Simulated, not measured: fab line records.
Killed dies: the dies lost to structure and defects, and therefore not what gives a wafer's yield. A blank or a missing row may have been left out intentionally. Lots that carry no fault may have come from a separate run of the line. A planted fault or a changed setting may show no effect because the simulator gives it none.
Which of the tools did it? | flow nand_harc | 12 lots with 36 wafers sampled at 6 steps, on a route of 1302 steps

## WHAT EACH GAUGE READ, for each wafer
NHARC_P_GATE_INSPECT_68. Usual: raw_defect_count 209, standard deviation 74.
lot  | measured     | on                | raw_defect_count | flag
L575 | day 6 08:37  | defect_inspect-02 | 180 103 210      |
L574 | day 6 08:58  | defect_inspect-02 | 264 186 216      |
L576 | day 6 21:08  | defect_inspect-02 | 218 290 262      |
L581 | day 8 14:55  | defect_inspect-02 | 228 199 261      |
L583 | day 9 14:37  | defect_inspect-02 | 1138 250 1117    | OFF
L587 | day 11 19:25 | defect_inspect-02 | 145 144 147      |
L588 | day 11 22:55 | defect_inspect-02 | 176 314 234      |
L591 | day 12 19:45 | defect_inspect-02 | 289 129 394      |
L592 | day 13 06:32 | defect_inspect-01 | 140 113 190      |
L593 | day 13 15:07 | defect_inspect-01 | 113 100 100      |
L594 | day 14 10:08 | defect_inspect-02 | 237 158 296      |
L597 | day 15 10:02 | defect_inspect-01 | 138 216 153      |

NHARC_END_SORT_01. Usual: killed_at_array 59, standard deviation 17; killed_at_other 0.9, standard deviation 1.6; killed_at_periphery 3.7, standard deviation 2.3; killed_dies 64, standard deviation 17; killed_open 3.3, standard deviation 1.8; killed_short 2.4, standard deviation 1.6.
lot  | measured     | on        | killed_at_array | killed_at_other | killed_at_periphery | killed_dies | killed_open | killed_short | flag
L583 | day 28 19:49 | prober-01 | 64 78 58        | 5 2 1           | 101 3 106           | 170 83 165  | 3 5 2       | 3 1 4        | OFF
L593 | day 32 06:15 | prober-01 | 34 39           | 0 0             | 4 3                 | 38 42       | 2 5         | 4 3          |

## EACH LOT AND THE TOOL THAT RAN IT (in order: tool; ch and the chambers of the sampled wafers; start)
lot  | NHARC_P_GATE_DESCUM_93             | NHARC_P_GATE_DEGAS_109       | NHARC_P_GATE_PRE_CLEAN_110   | NHARC_P_CONTACT_CMP_01
L575 | rie_diel-13 ch 0,2,3, day 6 05:45  | pvd_sputter-01, day 6 07:41  | pvd_sputter-01, day 6 07:44  | cmp-02 ch 1,3, day 6 09:26
L574 | rie_diel-05 ch 1,3, day 6 06:05    | pvd_sputter-02, day 6 08:01  | pvd_sputter-02, day 6 08:04  | cmp-03 ch 0,1,2, day 6 09:46
L576 | rie_diel-02 ch 0,2,3, day 6 18:06  | pvd_sputter-01, day 6 20:04  | pvd_sputter-01, day 6 20:07  | cmp-03 ch 0,2,3, day 6 21:55
L581 | rie_diel-13 ch 1,3, day 8 12:00    | pvd_sputter-02, day 8 13:58  | pvd_sputter-02, day 8 14:01  | cmp-02 ch 0,1,2, day 8 15:45
L583 | rie_diel-05 ch 2,3, day 9 11:40    | pvd_sputter-02, day 9 13:40  | pvd_sputter-02, day 9 13:43  | cmp-03 ch 0,2,3, day 9 15:23
L587 | rie_diel-13 ch 0,1,2, day 11 15:56 | pvd_sputter-03, day 11 18:22 | pvd_sputter-03, day 11 18:25 | cmp-01 ch 1,2,3, day 11 20:11
L588 | rie_diel-02 ch 1,2, day 11 20:00   | pvd_sputter-01, day 11 21:58 | pvd_sputter-01, day 11 22:01 | cmp-02 ch 0,2, day 11 23:41
L591 | rie_diel-05 ch 0,1,3, day 12 16:52 | pvd_sputter-01, day 12 18:48 | pvd_sputter-01, day 12 18:51 | cmp-03 ch 0,1,3, day 12 20:32
L592 | rie_diel-05 ch 1,2,3, day 13 03:38 | pvd_sputter-01, day 13 05:35 | pvd_sputter-01, day 13 05:39 | cmp-01 ch 0,1,2, day 13 07:19
L593 | rie_diel-05 ch 0,1, day 13 12:10   | pvd_sputter-03, day 13 14:08 | pvd_sputter-03, day 13 14:11 | cmp-01 ch 1,2, day 13 15:53
L594 | rie_diel-13 ch 0,1,2, day 14 07:15 | pvd_sputter-03, day 14 09:11 | pvd_sputter-03, day 14 09:14 | cmp-02 ch 0,2,3, day 14 10:57
L597 | rie_diel-05 ch 0,3, day 15 07:04   | pvd_sputter-03, day 15 09:03 | pvd_sputter-03, day 15 09:05 | cmp-03 ch 0,1,2, day 15 10:52
- NHARC_P_GATE_DESCUM_93: chemistry O2, time 3 s.
- NHARC_P_GATE_DEGAS_109: time 60 s.
- NHARC_P_GATE_PRE_CLEAN_110: time 30 s.
- NHARC_P_CONTACT_CMP_01: polishes SiO2, target thk 200 nm.

## WHAT THE TOOLS THEMSELVES READ (means of the sampled wafers that have a number; where no wafer has one, the mark that the record gives instead)
NHARC_P_GATE_DESCUM_93. Usual: drypump_motor_current_A 5.9 A, standard deviation 0.49; o2_flow_sccm 199.9 sccm, standard deviation 0.58; oes_product_au 0.999 a.u., standard deviation 0.014; rf_vpp_V 58.0 V, standard deviation 0.88; showerhead_plenum_p_Torr 1.97 Torr, standard deviation 0.076; throttle_valve_pct 11.311 %, standard deviation 0.0093.
lot  | tool        | drypump_motor_current_A (A) | o2_flow_sccm (sccm) | oes_product_au (a.u.) | rf_vpp_V (V) | showerhead_plenum_p_Torr (Torr) | throttle_valve_pct (%) | flag
L575 | rie_diel-13 | 6.1                         | 200.1               | 1.011                 | 58.3         | 1.96                            | 11.309                 |
L574 | rie_diel-05 | 6.4                         | 199.9               | 0.992                 | 58.2         | 1.98                            | 11.305                 |
L576 | rie_diel-02 | 6.0                         | 199.7               | 0.987                 | 56.8         | 1.92                            | 11.316                 |
L581 | rie_diel-13 | 6.0                         | 199.6               | 0.988                 | 58.0         | 1.90                            | 11.308                 |
L583 | rie_diel-05 | 6.2                         | 199.6               | 0.994                 | 58.8         | 2.03                            | 11.316                 |
L587 | rie_diel-13 | 5.9                         | 200.2               | 0.998                 | 57.9         | 1.97                            | 11.305                 |
L588 | rie_diel-02 | 5.5                         | 200.3               | 1.002                 | 58.5         | 1.97                            | 11.308                 |
L591 | rie_diel-05 | 5.9                         | 199.7               | 1.006                 | 57.8         | 1.99                            | 11.308                 |
L592 | rie_diel-05 | 6.2                         | 199.4               | 1.018                 | 58.4         | 2.01                            | 11.320                 |
L593 | rie_diel-05 | 5.4                         | 199.3               | 1.010                 | 57.9         | 2.00                            | 11.303                 |
L594 | rie_diel-13 | 5.9                         | 200.6               | 0.995                 | 58.8         | 1.97                            | 11.308                 |
L597 | rie_diel-05 | 5.7                         | 199.5               | 1.006                 | 59.2         | 1.99                            | 11.307                 |

NHARC_P_GATE_DEGAS_109. Usual: heater_power_w 467 W, standard deviation 57.
lot  | tool           | heater_power_w (W) | flag
L575 | pvd_sputter-01 | 483                |
L574 | pvd_sputter-02 | 405                |
L576 | pvd_sputter-01 | 475                |
L581 | pvd_sputter-02 | 411                |
L583 | pvd_sputter-02 | 415                |
L587 | pvd_sputter-03 | 485                |
L588 | pvd_sputter-01 | 460                |
L591 | pvd_sputter-01 | 449                |
L592 | pvd_sputter-01 | 470                |
L593 | pvd_sputter-03 | 485                |
L594 | pvd_sputter-03 | 470                |
L597 | pvd_sputter-03 | 452                |

NHARC_P_CONTACT_CMP_01. Usual: edge_zone_pressure_frac 1.000, standard deviation 0.0051; motor_current_A 11.8 A, standard deviation 0.89; slurry_filter_dp_kPa 13.51 kPa, standard deviation 0.15.
lot  | tool   | edge_zone_pressure_frac | motor_current_A (A) | slurry_filter_dp_kPa (kPa) | flag
L575 | cmp-02 | 1.001                   | 11.7                | 13.47                      |
L574 | cmp-03 | 1.003                   | 12.2                | 13.59                      |
L576 | cmp-03 | 1.000                   | 11.4                | 13.42                      |
L581 | cmp-02 | 0.999                   | 11.3                | 13.56                      |
L583 | cmp-03 | 1.000                   | 11.4                | 13.43                      |
L587 | cmp-01 | 1.003                   | 11.5                | 13.58                      |
L588 | cmp-02 | 1.002                   | 11.3                | 13.63                      |
L591 | cmp-03 | 1.006                   | 11.7                | 13.60                      |
L592 | cmp-01 | 0.997                   | 12.1                | 13.57                      |
L593 | cmp-01 | 1.000                   | 11.8                | 13.66                      |
L594 | cmp-02 | 1.000                   | 12.0                | 13.36                      |
L597 | cmp-03 | 0.998                   | 11.8                | 13.61                      |

## THE ANSWER, worked out from the rows above alone
Rule: a lot is off if the mean of its wafers that have a number lies more than 3 standard deviations from the usual mean. A lot without any number at a reading at which 4 lots or more have one is off too. The other lots that the step has rows for count as sound. The gauges are gone through in route order, then the tools' own readings, and for those a lot's mean is taken as printed above. At the first step where some lot is off, the reading lying furthest off is the one used; lots without a number count as furthest.
Off, at NHARC_P_GATE_INSPECT_68 on raw_defect_count: L583.
If a tool, at a process step before that reading, ran all the lots that are off and no sound lot after the first of them, it fits. Not tried: the gauges at NHARC_P_GATE_INSPECT_68; whatever is off there is also off at NHARC_END_SORT_01, on other tools, and gauge error can't account for it. One fits: NHARC_P_GATE_DEGAS_109 and NHARC_P_GATE_PRE_CLEAN_110 on pvd_sputter-02. At NHARC_P_GATE_DEGAS_109 its last sound lot is L581 (day 8 13:58), its first lot that is off L583 (day 9 13:40): a fault that began between those two fits.

## WHAT THE SIMULATOR PUT IN
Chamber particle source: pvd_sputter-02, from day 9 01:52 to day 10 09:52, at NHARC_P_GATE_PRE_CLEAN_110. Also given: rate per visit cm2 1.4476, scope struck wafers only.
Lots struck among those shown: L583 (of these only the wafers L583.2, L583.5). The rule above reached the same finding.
